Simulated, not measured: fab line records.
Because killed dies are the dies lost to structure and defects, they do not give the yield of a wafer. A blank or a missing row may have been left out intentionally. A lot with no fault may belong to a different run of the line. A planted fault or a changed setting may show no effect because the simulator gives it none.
Which tool is to blame?    flow nand harc    12 lots with 36 wafers sampled at 6 steps, on a route of 1159 steps

## WHAT EACH GAUGE READ, for each wafer
NHARC_P_GATE_CD_MEAS_11 targets a cd of 1640 nm. Usual: 1638.5 nm for cd nm, sd 2.4.
lot   measured     on         cd nm (nm)            flag
L581  day 4 05:41  cd sem-01  1640.6 1645.5 1638.2  
L583  day 4 19:04  cd sem-03  1641.0 1637.7 1637.3  
L586  day 5 18:11  cd sem-03  1641.7 1636.3 1639.7  
L587  day 5 18:02  cd sem-03  - - -                 OFF
L589  day 6 09:11  cd sem-03  1638.3 1636.7 1638.0  
L596  day 8 02:07  cd sem-01  1638.1 1637.6 1636.7  
L598  day 8 09:54  cd sem-03  1636.1 1637.7 1638.9  
L599  day 9 03:28  cd sem-01  1637.7 1638.4 1638.2  
L600  day 9 03:19  cd sem-01  1636.5 1633.8 1638.6  
L601  day 9 13:34  cd sem-03  1636.3 1634.4 1639.6  
L602  day 9 13:25  cd sem-02  1640.1 1637.1 1641.4  
L603  day 9 18:58  cd sem-01  1638.3 1637.3 1637.7  

NHARC_P_GATE_OVL_MEAS_27. Usual: overlay x nm 0.2 nm, standard deviation 0.72; overlay y nm -0.1 nm, standard deviation 0.77.
lot   measured      on          overlay x nm (nm)  overlay y nm (nm)  flag
L581  day 4 19:48   overlay-01  0.0 -0.5 0.0       0.3 0.4 0.6        
L583  day 5 08:49   overlay-01  0.3 0.1 0.5        -0.1 -0.4 -0.1     
L586  day 6 09:31   overlay-02  -0.5 -0.1 -0.1     -0.4 -0.3 -0.7     
L587  day 6 09:32   overlay-01  1.4 1.9 1.5        -0.2 -0.5 -0.1     
L589  day 7 05:14   overlay-01  0.4 -0.3 -0.4      0.7 1.3 1.3        
L596  day 8 18:24   overlay-01  -0.2 -0.6 -0.1     -0.9 -1.3 -1.3     
L598  day 9 00:07   overlay-02  0.9 0.8 0.7        1.3 0.8 0.6        
L599  day 9 18:51   overlay-02  0.2 0.0 -0.4       -0.1 -0.2 -0.6     
L600  day 9 18:25   overlay-01  0.7 0.3 0.4        1.3 0.4 0.8        
L601  day 10 03:18  overlay-01  -1.2 -1.0 -1.1     -0.4 -0.4 -0.4     
L602  day 10 03:09  overlay-02  0.1 0.2 0.3        0.3 0.3 -0.4       
L603  day 10 15:35  overlay-01  -1.1 -0.4 -0.5     0.8 0.5 0.8        

NHARC_END_SORT_01. Usual: killed at array 24, standard deviation 8.7; killed at other 0.8, standard deviation 1.2; killed at periphery 3.6, standard deviation 2.3; killed dies 28, standard deviation 8.9; killed open 3.2, standard deviation 1.9; killed short 2.0, standard deviation 1.6.
lot   measured      on         killed at array  killed at other  killed at periphery  killed dies  killed open  killed short  flag
L586  day 22 00:25  prober-01  24 26 25         3 1 0            3 0 1                30 27 26     4 2 2        2 3 2         
L587  day 21 01:08  prober-02  16 18 17         0 0 0            661 659 660          677 677 677  4 6 4        4 2 2         OFF
L589  day 22 14:58  prober-02  27 18 29         4 2 3            6 3 7                37 23 39     5 5 2        3 2 2         

## WHICH TOOL RAN EACH LOT (tool, then ch and the chambers of the sampled wafers, then the start)
lot   NHARC_P_ZERO_WELL_DESCUM_26        NHARC_P_GATE_EXPOSE_08            NHARC_P_GATE_STRIP_108
L581  rie diel-09 ch 1,2, day 1 20:42    krf scanner-02 ch 0, day 4 05:32  rie diel-06 ch 1,2,3, day 4 20:34
L583  rie diel-01 ch 1,2, day 2 08:40    krf scanner-01 ch 0, day 4 18:55  rie diel-03 ch 0,1,2, day 5 09:37
L586  rie diel-07 ch 0,1,2, day 3 02:38  krf scanner-01 ch 0, day 5 18:02  rie diel-06 ch 2,3, day 6 10:28
L587  rie diel-09 ch 1,3, day 3 08:46    krf scanner-02 ch 0, day 5 17:53  rie diel-03 ch 0,1,2, day 6 10:28
L589  rie diel-07 ch 1,2,3, day 3 20:58  krf scanner-03 ch 0, day 6 09:02  rie diel-06 ch 0,1,2, day 7 06:00
L596  rie diel-01 ch 0,1,2, day 5 14:31  krf scanner-02 ch 0, day 8 01:57  rie diel-03 ch 1,3, day 8 19:14
L598  rie diel-01 ch 0,2,3, day 6 02:57  krf scanner-01 ch 0, day 8 09:44  rie diel-06 ch 2,3, day 9 01:11
L599  rie diel-01 ch 0,1,3, day 6 08:46  krf scanner-02 ch 0, day 9 03:19  rie diel-06 ch 2,3, day 9 19:35
L600  rie diel-07 ch 1,2,3, day 6 14:34  krf scanner-03 ch 0, day 9 03:09  rie diel-06 ch 1,2, day 9 19:11
L601  rie diel-07 ch 0,1,2, day 6 20:43  krf scanner-03 ch 0, day 9 13:25  rie diel-13 ch 1,2,3, day 10 04:51
L602  rie diel-09 ch 0,2,3, day 7 02:31  krf scanner-01 ch 0, day 9 13:15  rie diel-13 ch 2,3, day 10 04:39
L603  rie diel-01 ch 1,3, day 7 08:37    krf scanner-01 ch 0, day 9 18:49  rie diel-06 ch 0,1,2, day 10 16:20
- NHARC_P_ZERO_WELL_DESCUM_26: chemistry O2, time 3 s.
- NHARC_P_GATE_EXPOSE_08: exposes mask P HV.
- NHARC_P_GATE_STRIP_108: strips in O2.

## AS READ BY THE TOOLS THEMSELVES (means over the sampled wafers that have a number; for cases with no such wafer, the mark the record gives instead)
NHARC_P_ZERO_WELL_DESCUM_26. Usual: drypump motor current A 5.84 A, standard deviation 0.28; oes product au 1.001 a.u., standard deviation 0.013; rf vpp V 57.9 V, standard deviation 0.95; showerhead plenum p Torr 1.92 Torr, standard deviation 0.085; throttle valve pct 11.311 %, standard deviation 0.0087.
lot   tool         drypump motor current A (A)  oes product au (a.u.)  rf vpp V (V)  showerhead plenum p Torr (Torr)  throttle valve pct (%)  flag
L581  rie diel-09  5.66                         1.006                  57.1          1.85                             11.313                  
L583  rie diel-01  5.63                         0.992                  57.9          1.98                             11.310                  
L586  rie diel-07  5.89                         1.009                  57.3          1.89                             11.306                  
L587  rie diel-09  5.53                         1.016                  57.8          1.91                             11.322                  
L589  rie diel-07  6.09                         1.007                  58.4          1.85                             11.312                  
L596  rie diel-01  5.85                         0.981                  57.9          2.00                             11.311                  
L598  rie diel-01  5.96                         0.986                  58.2          1.98                             11.315                  
L599  rie diel-01  5.78                         1.001                  58.5          1.96                             11.312                  
L600  rie diel-07  6.11                         1.003                  57.6          1.85                             11.318                  
L601  rie diel-07  5.89                         1.001                  58.3          1.89                             11.313                  
L602  rie diel-09  5.61                         1.010                  58.1          1.99                             11.314                  
L603  rie diel-01  5.54                         0.990                  57.8          1.94                             11.305                  

NHARC_P_GATE_STRIP_108. Usual: drypump motor current A 5.8 A, standard deviation 0.31; oes product au 0.997 a.u., standard deviation 0.013; rf vpp V 57.8 V, standard deviation 0.87; showerhead plenum p Torr 3.49 Torr, standard deviation 0.16; throttle valve pct 17.035 %, standard deviation 0.0083.
lot   tool         drypump motor current A (A)  oes product au (a.u.)  rf vpp V (V)  showerhead plenum p Torr (Torr)  throttle valve pct (%)  flag
L581  rie diel-06  5.8                          0.998                  59.1          3.53                             17.030                  
L583  rie diel-03  6.1                          0.993                  57.3          3.41                             17.041                  
L586  rie diel-06  5.9                          1.003                  57.0          3.44                             17.031                  
L587  rie diel-03  6.1                          0.991                  57.5          3.41                             17.029                  
L589  rie diel-06  5.6                          0.998                  57.3          3.55                             17.037                  
L596  rie diel-03  6.3                          0.992                  57.9          3.52                             17.039                  
L598  rie diel-06  5.8                          0.984                  57.8          3.57                             17.034                  
L599  rie diel-06  5.9                          0.997                  57.3          3.44                             17.043                  
L600  rie diel-06  5.7                          1.005                  57.5          3.60                             17.038                  
L601  rie diel-13  5.7                          1.001                  58.0          3.50                             17.032                  
L602  rie diel-13  5.8                          0.998                  57.9          3.47                             17.025                  
L603  rie diel-06  5.6                          0.994                  58.4          3.54                             17.035                  

## THE ANSWER, worked out from the rows above alone
Rule: lot off if the mean of its wafers having a number is beyond 3 standard deviations from the usual mean. A lot without any number at a reading at which 4 lots or more have one is off too. All remaining lots with rows at the step are treated as sound. The gauges are gone through in route order, then the tools' own readings, and for those a lot's mean is taken as printed above. The first step at which some lot is off is used, and at that step the reading that is off furthest; a lot without a number counts as furthest.
Off, at NHARC_P_GATE_CD_MEAS_11 on cd nm: L587. Without a number there: L587.
If a tool, at a process step before that reading, ran all the lots that are off and no sound lot after the first of them, it fits. Not tried: the gauges at NHARC_P_GATE_CD_MEAS_11; whatever is off there is also off at NHARC_END_SORT_01, on other tools, and gauge error can't account for it. No candidate that was tried fits.

## WHAT HAD BEEN PUT IN BY THE SIMULATOR
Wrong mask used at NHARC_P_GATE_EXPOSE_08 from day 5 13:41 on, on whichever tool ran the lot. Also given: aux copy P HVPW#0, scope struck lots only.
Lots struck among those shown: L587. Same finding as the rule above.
